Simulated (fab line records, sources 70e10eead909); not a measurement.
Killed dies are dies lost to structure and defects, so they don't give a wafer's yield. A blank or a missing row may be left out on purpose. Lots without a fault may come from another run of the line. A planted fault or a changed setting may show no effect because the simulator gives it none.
Which tool did it? | flow nand_harc | 14 lots, 42 wafers sampled, at 6 steps of a route of 1302

WHAT THE GAUGES READ, wafer by wafer
NHARC_P_STI_OCD_MEAS_17. Usual: trench_depth_nm 301 nm, standard deviation 4.5; trench_foot_cd_nm 157.1 nm, standard deviation 2.
lot  | measured     | on     | trench_depth_nm (nm) | trench_foot_cd_nm (nm) | flag
L577 | day 3 13:34  | ocd-01 | 295 294 299          | 155.0 156.2 157.3      |
L580 | day 4 12:11  | ocd-01 | 297 295 295          | 157.7 157.6 154.2      |
L581 | day 4 20:59  | ocd-01 | 307 304 300          | 153.4 155.9 155.1      |
L582 | day 5 08:20  | ocd-02 | 303 307 297          | 156.2 156.9 155.8      |
L583 | day 5 18:11  | ocd-01 | 302 300 304          | 160.2 158.4 159.8      |
L584 | day 6 04:35  | ocd-02 | 296 296 303          | 154.9 157.6 152.5      |
L586 | day 7 03:13  | ocd-01 | 301 309 302          | 159.9 155.8 158.0      |
L589 | day 8 07:41  | ocd-02 | 301 304 305          | 155.4 157.0 153.8      |
L590 | day 8 15:36  | ocd-02 | 307 305 302          | 156.4 155.0 159.8      |
L595 | day 10 18:47 | ocd-02 | 307 307 301          | 155.4 158.9 156.5      |
L596 | day 11 05:47 | ocd-01 | 299 309 309          | 158.7 156.7 156.3      |
L597 | day 11 14:57 | ocd-02 | 303 301 298          | 155.8 159.8 156.8      |
L598 | day 12 02:08 | ocd-02 | 304 297 302          | 157.3 156.5 155.0      |
L599 | day 12 09:53 | ocd-02 | 306 304 300          | 156.2 160.5 158.9      |

NHARC_P_GATE_CD_MEAS_26: target cd 120 nm. Usual: cd_nm 119.8 nm, standard deviation 0.74.
lot  | measured     | on        | cd_nm (nm)        | flag
L577 | day 5 23:05  | cd_sem-03 | 119.5 120.3 119.3 |
L580 | day 6 15:20  | cd_sem-03 | 119.3 118.5 117.9 |
L581 | day 6 22:19  | cd_sem-03 | 120.6 120.5 119.9 |
L582 | day 7 11:45  | cd_sem-03 | 118.7 118.7 119.8 |
L583 | day 8 03:53  | cd_sem-03 | 120.0 119.6 119.5 |
L584 | day 8 11:02  | cd_sem-02 | 119.5 120.8 120.0 |
L586 | day 9 06:17  | cd_sem-03 | 120.3 120.8 121.1 |
L589 | day 10 06:23 | cd_sem-03 | 100.8 100.5 100.1 | OFF
L590 | day 11 00:45 | cd_sem-03 | 101.1 100.7 100.0 | OFF
L595 | day 12 19:43 | cd_sem-01 | 119.3 119.0 119.7 |
L596 | day 13 07:17 | cd_sem-02 | 119.9 119.8 119.4 |
L597 | day 13 19:28 | cd_sem-02 | 119.4 118.8 119.4 |
L598 | day 14 15:23 | cd_sem-01 | 119.9 120.6 120.4 |
L599 | day 14 18:01 | cd_sem-02 | 118.3 119.1 119.5 |

NHARC_P_GATE_CD_MEAS_33. Usual: cd_nm 120.1 nm, standard deviation 2.3.
lot  | measured     | on        | cd_nm (nm)        | flag
L577 | day 6 00:04  | cd_sem-03 | 121.0 118.1 124.7 |
L580 | day 6 16:20  | cd_sem-02 | 122.0 118.6 121.9 |
L581 | day 6 23:18  | cd_sem-03 | 120.7 121.5 123.3 |
L582 | day 7 12:46  | cd_sem-03 | 120.7 118.2 114.2 |
L583 | day 8 04:52  | cd_sem-02 | 119.9 117.8 122.4 |
L584 | day 8 12:02  | cd_sem-01 | 121.4 122.4 119.3 |
L586 | day 9 07:17  | cd_sem-01 | 118.5 120.9 119.2 |
L589 | day 10 07:22 | cd_sem-02 | 102.1 99.4 98.2   | OFF
L590 | day 11 01:45 | cd_sem-02 | 96.9 96.0 95.1    | OFF
L595 | day 12 20:46 | cd_sem-02 | 118.9 120.5 121.2 |
L596 | day 13 08:16 | cd_sem-02 | 119.9 118.3 118.2 |
L597 | day 13 20:27 | cd_sem-03 | 122.9 118.2 117.0 |
L598 | day 14 16:34 | cd_sem-01 | 116.6 118.3 122.2 |
L599 | day 14 18:59 | cd_sem-01 | 118.4 122.3 115.2 |

WHICH TOOL RAN EACH LOT (tool, then ch and the chambers of the sampled wafers, then the start)
lot  | NHARC_P_GATE_HM_DEP_102       | NHARC_P_GATE_PEB_24               | NHARC_P_GATE_HM_OPEN_105
L577 | acl_dep-03 ch 0, day 5 21:53  | litho_track-06 ch 0, day 5 23:01  | rie_diel-05 ch 0,1,3, day 6 00:04 or earlier
L580 | acl_dep-01 ch 0, day 6 14:07  | litho_track-04 ch 0, day 6 15:16  | rie_diel-09 ch 1,3, day 6 16:20 or earlier
L581 | acl_dep-03 ch 0, day 6 20:58  | litho_track-01 ch 0, day 6 22:14  | rie_diel-08 ch 0,2,3, day 6 23:18 or earlier
L582 | acl_dep-03 ch 0, day 7 10:20  | litho_track-04 ch 0, day 7 11:40  | rie_diel-05 ch 1,2,3, day 7 12:46 or earlier
L583 | acl_dep-01 ch 0, day 8 02:53  | litho_track-01 ch 0, day 8 03:48  | rie_diel-05 ch 1,3, day 8 04:52 or earlier
L584 | acl_dep-02 ch 0, day 8 10:08  | litho_track-01 ch 0, day 8 10:58  | rie_diel-05 ch 0,1, day 8 12:02 or earlier
L586 | acl_dep-03 ch 0, day 9 05:02  | litho_track-06 ch 0, day 9 06:13  | rie_diel-05 ch 1,2, day 9 07:17 or earlier
L589 | acl_dep-03 ch 0, day 10 05:13 | litho_track-06 ch 0, day 10 06:17 | rie_diel-09 ch 1,2, day 10 07:22 or earlier
L590 | acl_dep-03 ch 0, day 10 23:31 | litho_track-06 ch 0, day 11 00:40 | rie_diel-09 ch 0,1, day 11 01:45 or earlier
L595 | acl_dep-01 ch 0, day 12 18:22 | litho_track-04 ch 0, day 12 19:38 | rie_diel-05 ch 1,2,3, day 12 20:46 or earlier
L596 | acl_dep-03 ch 0, day 13 06:23 | litho_track-01 ch 0, day 13 07:11 | rie_diel-08 ch 0,1,2, day 13 08:16 or earlier
L597 | acl_dep-02 ch 0, day 13 18:08 | litho_track-01 ch 0, day 13 19:24 | rie_diel-05 ch 0,2,3, day 13 20:27 or earlier
L598 | acl_dep-01 ch 0, day 14 14:23 | litho_track-06 ch 0, day 14 15:18 | rie_diel-08 ch 0,2,3, day 14 16:34 or earlier
L599 | acl_dep-01 ch 0, day 14 16:58 | litho_track-04 ch 0, day 14 17:56 | rie_diel-05 ch 0,1, day 14 18:59 or earlier
- NHARC_P_GATE_HM_DEP_102: deposits aC, target thk 120 nm.
- NHARC_P_GATE_PEB_24: peb time 65 s.
- NHARC_P_GATE_HM_OPEN_105: chemistry O2/COS, target depth 360 nm.

WHAT THE TOOLS THEMSELVES READ (means of the sampled wafers that have a number; where no wafer has one, the mark that the record gives instead)
NHARC_P_GATE_HM_DEP_102. Usual: throttle_valve_pct 34.999 %, standard deviation 0.0088.
lot  | tool       | throttle_valve_pct (%) | flag
L577 | acl_dep-03 | 35.000                 |
L580 | acl_dep-01 | 34.996                 |
L581 | acl_dep-03 | 34.995                 |
L582 | acl_dep-03 | 34.999                 |
L583 | acl_dep-01 | 35.001                 |
L584 | acl_dep-02 | 34.997                 |
L586 | acl_dep-03 | 35.001                 |
L589 | acl_dep-03 | 35.007                 |
L590 | acl_dep-03 | 34.994                 |
L595 | acl_dep-01 | 34.999                 |
L596 | acl_dep-03 | 34.996                 |
L597 | acl_dep-02 | 35.009                 |
L598 | acl_dep-01 | 35.001                 |
L599 | acl_dep-01 | 34.991                 |

NHARC_P_GATE_PEB_24. Usual: heater_power_total_W 156.6 W, standard deviation 0.44; plate_temp_C 100.02 C, standard deviation 0.14; resist_line_temp_C 23.05 C, standard deviation 0.096.
lot  | tool           | heater_power_total_W (W) | plate_temp_C (C) | resist_line_temp_C (C) | flag
L577 | litho_track-06 | 156.7                    | 100.06           | 23.15                  |
L580 | litho_track-04 | 156.7                    | 100.06           | 23.12                  |
L581 | litho_track-01 | 156.3                    | 100.16           | 22.92                  |
L582 | litho_track-04 | 156.1                    | 99.95            | 23.08                  |
L583 | litho_track-01 | 156.8                    | 99.95            | 23.04                  |
L584 | litho_track-01 | 156.5                    | 100.05           | 23.08                  |
L586 | litho_track-06 | 156.3                    | 100.13           | 23.07                  |
L589 | litho_track-06 | 170.3                    | 106.63           | 23.04                  | OFF
L590 | litho_track-06 | 170.3                    | 106.32           | 23.14                  | OFF
L595 | litho_track-04 | 157.1                    | 99.97            | 23.16                  |
L596 | litho_track-01 | 156.7                    | 100.15           | 22.98                  |
L597 | litho_track-01 | 156.9                    | 100.07           | 23.08                  |
L598 | litho_track-06 | 156.9                    | 99.79            | 23.07                  |
L599 | litho_track-04 | 156.7                    | 100.19           | 22.97                  |

NHARC_P_GATE_HM_OPEN_105. Usual: bias_w 300.1 W, standard deviation 0.96; drypump_motor_current_A 5.6 A, standard deviation 0.5; oes_product_au 1.001 a.u., standard deviation 0.009; rf_fwd_power_W 498.4 W, standard deviation 1.4; rf_vpp_V 464.6 V, standard deviation 2; showerhead_plenum_p_Torr 3.00 Torr, standard deviation 0.083; throttle_valve_pct 28.329 %, standard deviation 0.0092.
lot  | tool        | bias_w (W) | drypump_motor_current_A (A) | oes_product_au (a.u.) | rf_fwd_power_W (W) | rf_vpp_V (V) | showerhead_plenum_p_Torr (Torr) | throttle_valve_pct (%) | flag
L577 | rie_diel-05 | 299.1      | 5.5                         | 1.004                 | 498.5              | 464.5        | 2.98                            | 28.327                 |
L580 | rie_diel-09 | 299.1      | 5.5                         | 0.989                 | 498.2              | 465.5        | 3.03                            | 28.334                 |
L581 | rie_diel-08 | 300.5      | 5.7                         | 1.007                 | 499.4              | 463.5        | 2.93                            | 28.340                 |
L582 | rie_diel-05 | 300.3      | 5.5                         | 1.002                 | 498.6              | 464.9        | 2.99                            | 28.327                 |
L583 | rie_diel-05 | 300.3      | 5.4                         | 1.007                 | 497.0              | 464.5        | 3.01                            | 28.332                 |
L584 | rie_diel-05 | 300.7      | 5.7                         | 1.000                 | 499.0              | 463.2        | 2.96                            | 28.331                 |
L586 | rie_diel-05 | 299.4      | 6.0                         | 1.013                 | 497.0              | 464.8        | 2.98                            | 28.321                 |
L589 | rie_diel-09 | 301.0      | 5.8                         | 1.001                 | 497.2              | 464.0        | 3.00                            | 28.321                 |
L590 | rie_diel-09 | 299.4      | 5.6                         | 1.005                 | 497.9              | 468.2        | 3.14                            | 28.327                 |
L595 | rie_diel-05 | 300.5      | 5.5                         | 1.006                 | 497.8              | 464.5        | 2.98                            | 28.328                 |
L596 | rie_diel-08 | 300.1      | 6.0                         | 1.005                 | 498.0              | 462.7        | 2.93                            | 28.334                 |
L597 | rie_diel-05 | 300.2      | 5.1                         | 1.002                 | 498.2              | 464.2        | 2.96                            | 28.325                 |
L598 | rie_diel-08 | 300.0      | 5.8                         | 1.003                 | 497.3              | 463.5        | 2.92                            | 28.337                 |
L599 | rie_diel-05 | 300.7      | 5.7                         | 0.999                 | 497.0              | 463.0        | 2.95                            | 28.323                 |

THE ANSWER, worked out from the rows above alone
Rule: a lot is off if the mean of its wafers that have a number lies more than 3 standard deviations from the usual mean. A lot without any number at a reading at which 4 lots or more have one is off too. The other lots that the step has rows for count as sound. The gauges are gone through in route order, then the tools' own readings, and for those a lot's mean is taken as printed above. The first step at which some lot is off is used, and at that step the reading that is off furthest; a lot without a number counts as furthest.
Off: L589, L590, at NHARC_P_GATE_CD_MEAS_26 (cd_nm).
A tool fits if, at a process step before that reading, it ran every lot that is off, and no sound lot after the first of them. The gauges at NHARC_P_GATE_CD_MEAS_26 aren't tried: what is off there is off at NHARC_P_GATE_CD_MEAS_33 too, on other tools, and a gauge's error can't cause that. None of those tried fits.

WHAT THE SIMULATOR HAD PUT IN
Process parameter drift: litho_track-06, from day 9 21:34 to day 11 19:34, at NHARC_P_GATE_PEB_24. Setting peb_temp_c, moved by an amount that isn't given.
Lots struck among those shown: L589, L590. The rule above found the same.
